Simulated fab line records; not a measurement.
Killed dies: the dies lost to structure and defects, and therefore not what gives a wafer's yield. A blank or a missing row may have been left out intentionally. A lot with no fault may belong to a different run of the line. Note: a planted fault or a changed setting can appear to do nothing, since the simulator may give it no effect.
fab line records ; flow nand-harc
[record] lots = 7; wafers = 21; last-day = 32
route steps=1302 shown A_DECK1_JOINT@521 END@1302
lots that met no fault: from a run of the same line without faults
start-h: start of the lot's first displayed wafer, in hours after the record's first day ; wait-h: hours from the lot's prior step to this one ; " the same as in the row above ; L1.1+2: a row that stands for several wafers ; - no value present, or no start provided ; * or withheld: withheld ; < > ~ a bound
route shown NAME@n: a module of which the file shows steps, and the number in the route of the first ; usual: the fault-free wafers' mean and standard deviation ; same: alike in all rows ; chamber/n: place in a boat ; sites: readings site by site ; _std_site: the standard deviation of these ; _edge_site: mean of outer sites minus mean of inner sites ; radius-mm: for every site, how far away it sits from the centre of the wafer ; mask NAME#n: copy n ; behind: the tool/chamber that last shaped the wafer ; hold: why the lot went on hold/how many hours it stayed there/how the hold came to an end ; device: transistor that didn't switch, given as n, p or np ; end of line: at the end of the route, the tests of the same wafers ; a step with no rows: only its recipe ; killed: count of dies lost to structure and defects at first sort (not the wafer's yield) ; map: the dies of a wafer, with x for killed, . for not killed, _ for no die there
set.NAME: the setting the step ran with; set.NAME@STEP: the setting that earlier step ran with ; model.NAME: the simulator's own value behind a step, which no gauge read
lots at some steps of the route; a table a step, a row a wafer
services: the hour from which a tool's chamber was out of use, counted from the record's first day as start-h (under 0 if before that day), plus the number of hours and why
[[steps]]
[step NHARC_A_DECK1_JOINT_ETCH_18]
[recipe] target-depth-a = 30; chemistry = dHF; material = SiO2
[step NHARC_A_DECK1_JOINT_WET_08]
[recipe] temp-c = 160; time-s = 86; chemistry = H3PO4
[step NHARC_A_DECK1_JOINT_ETCH_09]
[recipe] target-depth-a = 50; chemistry = dHF; material = SiO2
[step NHARC_A_DECK1_JOINT_WET_10]
[recipe] temp-c = 160; time-s = 86; chemistry = H3PO4
[step NHARC_A_DECK1_JOINT_ETCH_11]
[recipe] target-depth-a = 350; chemistry = dHF; material = SiO2
[step NHARC_A_DECK1_JOINT_CVD_12]
[recipe] target-thk-a = 900; temp-c = 620; pressure-mtorr = 200; time-s = 1800; material = poly-Si
[step NHARC_A_DECK1_JOINT_CMP_13]
[recipe] target-thk-nm = 51.023
[usual] motor-current-A = 12.1/1.4; time-to-endpoint-s = 9.2/2.6
lot.wafer;tool;chamber;start-h;wait-h;motor-current-A;time-to-endpoint-s
L879.3;cmp-01;2;276.47;0.4;10.0;7.0
L879.5;cmp-01;3;276.47;0.4;12.4;9.6
L879.6;cmp-01;0;276.47;0.4;13.8;11.0
L884.3;cmp-03;1;334.25;0.4;13.2;10.0
L884.1;cmp-03;3;334.25;0.4;12.1;12.7
L884.2;cmp-03;0;334.25;0.4;11.8;9.0
L885.4;cmp-01;2;334.27;0.4;10.2;11.8
L885.1;cmp-01;3;334.27;0.4;12.1;12.3
L885.6;cmp-01;1;334.27;0.4;11.6;8.3
L886.4;cmp-03;0;357.27;0.4;12.1;11.0
L886.3;cmp-03;2;357.27;0.4;13.7;12.0
L886.5;cmp-03;0;357.27;0.4;11.0;11.7
L894.1;cmp-03;3;424.13;0.4;12.2;8.3
L894.4;cmp-03;0;424.13;0.4;13.0;6.8
L894.6;cmp-03;2;424.13;0.4;14.3;8.9
L897.3;cmp-01;2;456.57;0.4;10.5;12.4
L897.1;cmp-01;3;456.57;0.4;12.4;12.8
L897.6;cmp-01;0;456.57;0.4;13.7;12.2
L898.3;cmp-01;3;465.61;0.4;12.0;10.1
L898.1;cmp-01;1;465.61;0.4;11.6;8.1
L898.5;cmp-01;3;465.61;0.4;11.8;10.5
[step NHARC_A_DECK1_JOINT_THK_MEAS_14]
[recipe] thk-meas-gauge = ellipsometry
[usual] thk-nm = 51.2/1.6
lot.wafer;tool;chamber;start-h;wait-h;thk-nm
L879.3;film-metro-02;-;276.65;0.2;51.4
L879.5;film-metro-02;-;276.65;0.2;51.0
L879.6;film-metro-02;-;276.65;0.2;50.9
L884.1;film-metro-02;-;334.50;0.2;52.5
L884.2;film-metro-02;-;334.50;0.2;51.6
L884.3;film-metro-02;-;334.50;0.2;50.8
L885.1;film-metro-01;-;334.50;0.2;54.0
L885.4;film-metro-01;-;334.50;0.2;52.9
L885.6;film-metro-01;-;334.50;0.2;50.6
L886.3;film-metro-02;-;357.53;0.2;52.3
L886.4;film-metro-02;-;357.53;0.2;51.5
L886.5;film-metro-02;-;357.53;0.2;51.3
L894.1;film-metro-02;-;424.36;0.2;52.3
L894.4;film-metro-02;-;424.36;0.2;51.6
L894.6;film-metro-02;-;424.36;0.2;51.6
L897.1;film-metro-02;-;456.77;0.2;52.5
L897.3;film-metro-02;-;456.77;0.2;54.5
L897.6;film-metro-02;-;456.77;0.2;50.7
L898.1;film-metro-02;-;465.87;0.2;53.2
L898.3;film-metro-02;-;465.87;0.2;50.2
L898.5;film-metro-02;-;465.87;0.2;51.5
[step NHARC_A_DECK1_JOINT_SRD_04]
[step NHARC_A_DECK1_JOINT_ETCHBACK_00]
[recipe] target-depth-a = 300; time-s = 17.4; hbr-flow-sccm = 150; rf-w = 350; icp-w = 350; bias-w = 60; chemistry = HBr
[usual] drypump-motor-current-A = 5.7/0.46; oes-product-au = 0.999/0.0095; rf-fwd-power-W = 344.1/1.9; throttle-valve-pct = 23.267/0.0096
lot.wafer;tool;chamber;start-h;wait-h;drypump-motor-current-A;oes-product-au;rf-fwd-power-W;rf-hours-counter-h;throttle-valve-pct
L879.3;rie-si-03;0;276.79;0.1;6.3;1.001;345.8;0.3;23.275
L879.6;rie-si-03;3;276.79;0.1;5.7;0.999;345.1;-;23.261
L879.5;rie-si-03;0;276.79;0.1;6.3;0.996;345.2;-;23.269
L884.3;rie-si-06;1;334.63;0.1;5.2;1.004;346.2;0.5;23.268
L884.1;rie-si-06;2;334.63;0.1;5.6;0.997;341.1;0.3;23.253
L884.2;rie-si-06;0;334.63;0.1;6.2;1.003;345.9;0.5;23.248
L885.4;rie-si-05;0;334.63;0.1;5.3;1.011;345.9;0.1;23.265
L885.1;rie-si-05;2;334.63;0.1;5.9;0.995;342.2;0.1;23.266
L885.6;rie-si-05;0;334.63;0.1;5.4;1.022;344.6;-;23.277
L886.3;rie-si-06;2;357.67;0.1;5.6;1.009;342.9;0.4;23.265
L886.4;rie-si-06;0;357.67;0.1;6.2;1.006;345.7;0.7;23.259
L886.5;rie-si-06;1;357.67;0.1;5.2;1.015;344.9;-;23.259
L894.4;rie-si-05;2;424.49;0.1;5.9;0.994;343.0;0.5;23.275
L894.1;rie-si-05;1;424.49;0.1;5.5;0.985;340.9;0.7;23.269
L894.6;rie-si-05;3;424.49;0.1;5.3;0.997;344.5;-;23.274
L897.1;rie-si-05;3;456.93;0.1;5.3;1.015;341.5;1.0;23.262
L897.3;rie-si-05;0;456.93;0.1;5.3;1.026;346.6;0.9;23.267
L897.6;rie-si-05;2;456.93;0.1;5.9;1.003;344.2;-;23.271
L898.3;rie-si-06;0;466.01;0.1;6.2;1.020;345.3;0.2;23.260
L898.1;rie-si-06;1;466.01;0.1;5.2;0.992;343.0;0.2;23.269
L898.5;rie-si-06;1;466.01;0.1;5.2;0.985;344.8;-;23.246
[step NHARC_A_DECK1_JOINT_PRECLEAN_30]
[recipe] time-s = *; temp-c = 50; bath-age-min = 0; chemistry = SC1
[step NHARC_A_DECK1_JOINT_SRD_31]
[step NHARC_A_DECK1_JOINT_CVD_34]
[recipe] target-thk-a = 200; temp-c = 700; pressure-mtorr = 300; material = SiNx
[usual] pressure-mtorr = 299.9/0.57; spike-tc-bottom-C = 718.7/2.2; spike-tc-upper-C = 699.4/1.8; zone-power-top-pct = 21.6/1.9
lot.wafer;tool;chamber;start-h;wait-h;pressure-mtorr;spike-tc-bottom-C;spike-tc-upper-C;zone-power-top-pct
L879.3;lpcvd-01;1;280.17;-;299.7;715.2;697.7;19.3
L879.5;lpcvd-01;1;280.17;-;299.6;715.4;695.8;19.3
L879.6;lpcvd-01;1;280.17;-;299.7;715.8;698.0;19.1
L884.1;lpcvd-01;0;338.01;-;-;-;-;-
L884.2;lpcvd-01;0;338.01;-;-;-;-;-
L884.3;lpcvd-01;0;338.01;-;-;-;-;-
L885.1;lpcvd-01;0;338.01;-;-;-;-;-
L885.4;lpcvd-01;0;338.01;-;-;-;-;-
L885.6;lpcvd-01;0;338.01;-;-;-;-;-
L886.3;lpcvd-01;0;361.04;-;-;-;-;-
L886.4;lpcvd-01;0;361.04;-;-;-;-;-
L886.5;lpcvd-01;0;361.04;-;-;-;-;-
L894.1;lpcvd-01;0;427.87;-;299.7;718.7;700.3;23.5
L894.4;lpcvd-01;0;427.87;-;299.2;720.0;700.9;23.4
L894.6;lpcvd-01;0;427.87;-;300.2;718.9;700.5;23.1
L897.1;lpcvd-01;1;460.29;-;298.8;717.9;700.0;19.2
L897.3;lpcvd-01;1;460.29;-;299.9;717.0;698.7;19.2
L897.6;lpcvd-01;1;460.29;-;299.8;718.4;697.5;19.3
L898.1;lpcvd-02;1;469.40;-;299.9;720.8;699.8;24.1
L898.3;lpcvd-02;1;469.40;-;300.0;719.5;699.5;24.0
L898.5;lpcvd-02;1;469.40;-;299.2;719.9;701.5;23.8
[step NHARC_A_DECK1_JOINT_DEP_06]
[recipe] target-thk-a = 800; temp-c = 65; material = SiOx
[step NHARC_END_SORT_01]
[recipe] temp-c = 25
[usual] killed-at-array = 55/15; killed-at-other = 1.0/1.2; killed-at-periphery = 3.4/2.2; killed-dies = 59/15; killed-open = 3.2/2; killed-short = 2.5/1.7
[same] gross-dies = 677
lot.wafer;tool;chamber;start-h;wait-h;killed-at-array;killed-at-other;killed-at-periphery;killed-dies;killed-open;killed-short
L885.1;prober-02;0;649.16;2.5;668;2;7;677;3;3
L885.4;prober-02;0;651.57;3.4;669;2;6;677;4;2
L885.6;prober-02;0;653.18;4.0;671;3;3;677;1;2
L884.1;prober-01;0;654.48;2.5;675;0;2;677;7;5
L884.2;prober-01;0;655.28;2.8;673;1;3;677;1;1
L884.3;prober-01;0;656.07;3.1;675;0;2;677;4;2
L886.3;prober-01;0;679.18;3.1;671;0;6;677;5;4
L886.4;prober-01;0;679.98;3.4;670;0;7;677;4;4
L886.5;prober-01;0;680.79;3.7;671;0;6;677;2;1
// killed by level:class
L885.1 A_DECK1_JOINT:area-cvd=634 A_CHANNEL_HOLE_D2:chamber-film-flake=16 A_STAIRCASE:chamber-film-flake=5 P_GATE:chamber-film-flake=3 A_CONTACT:chamber-film-flake=3 P_ZERO_WELL:chamber-film-flake=2 A_DECK1_JOINT:chamber-film-flake=2 A_SLIT:chamber-film-flake=2
L885.4 A_DECK1_JOINT:area-cvd=623 A_CHANNEL_HOLE_D2:chamber-film-flake=33 A_CONTACT:chamber-film-flake=4 P_GATE:chamber-film-flake=3 A_CHANNEL_HOLE_D1:chamber-film-flake=3 A_M0:geometric-particle:open=2 A_STAIRCASE:chamber-film-flake=2 THIN_TSV:chamber-film-flake=2
L885.6 A_DECK1_JOINT:area-cvd=631 A_CHANNEL_HOLE_D2:chamber-film-flake=19 A_CHANNEL_HOLE_D1:chamber-film-flake=7 A_DECK1_JOINT:chamber-film-flake=5 A_STAIRCASE:chamber-film-flake=3 P_GATE:chamber-film-flake=2 A_CONTACT:chamber-film-flake=2 THIN_TSV:chamber-film-flake=2
L884.1 A_DECK1_JOINT:area-cvd=591 A_CHANNEL_HOLE_D1:chamber-film-flake=37 A_SLIT:chamber-film-flake=25 A_CHANNEL_HOLE_D2:chamber-film-flake=8 A_SOURCE_PLATE:geometric-particle:open=2 A_ONON_D2:geometric-particle:short=2 A_M0:geometric-particle:short=2 A_STAIRCASE:chamber-film-flake=2
L884.2 A_DECK1_JOINT:area-cvd=613 A_SLIT:chamber-film-flake=27 A_CHANNEL_HOLE_D1:chamber-film-flake=17 A_CHANNEL_HOLE_D2:chamber-film-flake=9 A_CONTACT:chamber-film-flake=3 P_ZERO_WELL:chamber-film-flake=2 A_STAIRCASE:chamber-film-flake=2 A_DECK1_JOINT:geometric-particle:short=1
L884.3 A_DECK1_JOINT:area-cvd=607 A_SLIT:chamber-film-flake=30 A_CHANNEL_HOLE_D1:chamber-film-flake=15 A_CHANNEL_HOLE_D2:chamber-film-flake=12 A_DECK1_JOINT:chamber-film-flake=2 A_STAIRCASE:chamber-film-flake=2 P_M0:geometric-particle:open=1 A_SOURCE_PLATE:geometric-particle:short=1
L886.3 A_DECK1_JOINT:area-cvd=636 A_CHANNEL_HOLE_D2:chamber-film-flake=12 A_CHANNEL_HOLE_D1:chamber-film-flake=5 P_M1:chamber-film-flake=3 A_DECK1_JOINT:chamber-film-flake=3 A_M0:geometric-particle:open=2 A_STAIRCASE:chamber-film-flake=2 A_SLIT:chamber-film-flake=2
L886.4 A_DECK1_JOINT:area-cvd=634 A_CHANNEL_HOLE_D2:chamber-film-flake=16 A_STAIRCASE:chamber-film-flake=4 P_M1:chamber-film-flake=3 A_CHANNEL_HOLE_D1:chamber-film-flake=3 A_CONTACT:chamber-film-flake=3 A_ZERO_WELL:chamber-film-flake=2 A_SLIT:chamber-film-flake=2
L886.5 A_DECK1_JOINT:area-cvd=640 A_CHANNEL_HOLE_D2:chamber-film-flake=18 A_SLIT:chamber-film-flake=4 P_M0:geometric-particle:open=2 P_M1:chamber-film-flake=2 A_CHANNEL_HOLE_D1:chamber-film-flake=2 A_STAIRCASE:chamber-film-flake=2 A_CHANNEL_FILL_D1:geometric-particle:short=1
// map L884.1 (x killed, . not)
____________x____________
_________xxxxxxx_________
_______xxxxxxxxxxx_______
______xxxxxxxxxxxxx______
_____xxxxxxxxxxxxxxx_____
____xxxxxxxxxxxxxxxxx____
____xxxxxxxxxxxxxxxxx____
___xxxxxxxxxxxxxxxxxxx___
___xxxxxxxxxxxxxxxxxxx___
__xxxxxxxxxxxxxxxxxxxxx__
__xxxxxxxxxxxxxxxxxxxxx__
_xxxxxxxxxxxxxxxxxxxxxxx_
_xxxxxxxxxxxxxxxxxxxxxxx_
_xxxxxxxxxxxxxxxxxxxxxxx_
_xxxxxxxxxxxxxxxxxxxxxxx_
_xxxxxxxxxxxxxxxxxxxxxxx_
xxxxxxxxxxxxxxxxxxxxxxxxx
xxxxxxxxxxxxxxxxxxxxxxxxx
xxxxxxxxxxxxxxxxxxxxxxxxx
xxxxxxxxxxxxxxxxxxxxxxxxx
xxxxxxxxxxxxxxxxxxxxxxxxx
_xxxxxxxxxxxxxxxxxxxxxxx_
_xxxxxxxxxxxxxxxxxxxxxxx_
_xxxxxxxxxxxxxxxxxxxxxxx_
_xxxxxxxxxxxxxxxxxxxxxxx_
_xxxxxxxxxxxxxxxxxxxxxxx_
__xxxxxxxxxxxxxxxxxxxxx__
__xxxxxxxxxxxxxxxxxxxxx__
___xxxxxxxxxxxxxxxxxxx___
___xxxxxxxxxxxxxxxxxxx___
____xxxxxxxxxxxxxxxxx____
____xxxxxxxxxxxxxxxxx____
_____xxxxxxxxxxxxxxx_____
______xxxxxxxxxxxxx______
_______xxxxxxxxxxx_______
_________xxxxxxx_________
____________x____________
// map L885.1 (x killed, . not)
____________x____________
_________xxxxxxx_________
_______xxxxxxxxxxx_______
______xxxxxxxxxxxxx______
_____xxxxxxxxxxxxxxx_____
____xxxxxxxxxxxxxxxxx____
____xxxxxxxxxxxxxxxxx____
___xxxxxxxxxxxxxxxxxxx___
___xxxxxxxxxxxxxxxxxxx___
__xxxxxxxxxxxxxxxxxxxxx__
__xxxxxxxxxxxxxxxxxxxxx__
_xxxxxxxxxxxxxxxxxxxxxxx_
_xxxxxxxxxxxxxxxxxxxxxxx_
_xxxxxxxxxxxxxxxxxxxxxxx_
_xxxxxxxxxxxxxxxxxxxxxxx_
_xxxxxxxxxxxxxxxxxxxxxxx_
xxxxxxxxxxxxxxxxxxxxxxxxx
xxxxxxxxxxxxxxxxxxxxxxxxx
xxxxxxxxxxxxxxxxxxxxxxxxx
xxxxxxxxxxxxxxxxxxxxxxxxx
xxxxxxxxxxxxxxxxxxxxxxxxx
_xxxxxxxxxxxxxxxxxxxxxxx_
_xxxxxxxxxxxxxxxxxxxxxxx_
_xxxxxxxxxxxxxxxxxxxxxxx_
_xxxxxxxxxxxxxxxxxxxxxxx_
_xxxxxxxxxxxxxxxxxxxxxxx_
__xxxxxxxxxxxxxxxxxxxxx__
__xxxxxxxxxxxxxxxxxxxxx__
___xxxxxxxxxxxxxxxxxxx___
___xxxxxxxxxxxxxxxxxxx___
____xxxxxxxxxxxxxxxxx____
____xxxxxxxxxxxxxxxxx____
_____xxxxxxxxxxxxxxx_____
______xxxxxxxxxxxxx______
_______xxxxxxxxxxx_______
_________xxxxxxx_________
____________x____________
[[services]]
tool;chamber;start-h;hours;kind
rie-si-06;2;252.89;34.9;repair
cmp-03;-;260.07;4.0;pm
cmp-01;-;284.39;4.0;pm
cmp-03;-;288.05;0.2;repair
cmp-01;-;288.39;-;consumable-replace:conditioner
cmp-01;-;288.39;-;consumable-replace:pad
rie-si-05;-;293.18;0.2;repair
rie-si-05;-;305.00;9.0;pm
cmp-03;-;314.39;0.6;repair
cmp-01;-;349.08;0.8;repair
cmp-03;-;358.07;4.0;pm
rie-si-03;3;359.22;8.1;repair
lpcvd-02;-;364.74;2.8;repair
lpcvd-02;-;381.74;7.9;repair
cmp-01;-;382.39;4.0;pm
lpcvd-02;-;389.68;26.0;pm
rie-si-05;2;389.72;24.9;repair
rie-si-03;-;398.00;9.0;pm
cmp-01;-;420.18;2.3;repair
rie-si-06;-;426.00;9.0;pm
rie-si-06;2;437.67;3.1;repair
rie-si-03;2;447.69;30.9;repair
cmp-03;-;456.07;4.0;pm
rie-si-06;0;466.36;6.1;repair
[[key]]
[first-sign] step = NHARC_A_DECK1_JOINT_CVD_34; reading = tool-record; direction = missing
[effect] step = NHARC_END_SORT_01; reading = killed-dies; direction = up; sigmas = 42; usual = 59; struck = 677
[more-kills-born-at] NHARC_A_DECK1_JOINT_CVD_34@lpcvd-01 = 5607
met-at NHARC_A_DECK1_JOINT_CVD_34
struck-wafers L884.1,L884.2,L884.3,L885.1,L885.4,L885.6,L886.3,L886.4,L886.5
later-rows-left-out L884.1,L884.2,L884.3,L885.1,L885.4,L885.6,L886.3,L886.4,L886.5
tester-left-out L884,L885,L886
onset-between 280.17 338.01
[fault] kind = skipped-step-whole; tool = lpcvd-01; chamber = -; onset-h = 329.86; steps = NHARC_A_DECK1_JOINT_CVD_34; scope = struck-lots-only
// tester-left-out: of these lots the tester's yield and bins aren't shown, on N5 and GAA mostly nor the transistor test; their killed dies are dies lost to structure and defects alone, not to doping, threshold or leakage, so they don't give the yield
// later-rows-left-out: the simulator's readings of these wafers behind a module that went badly wrong aren't trusted and aren't shown, but for the sort
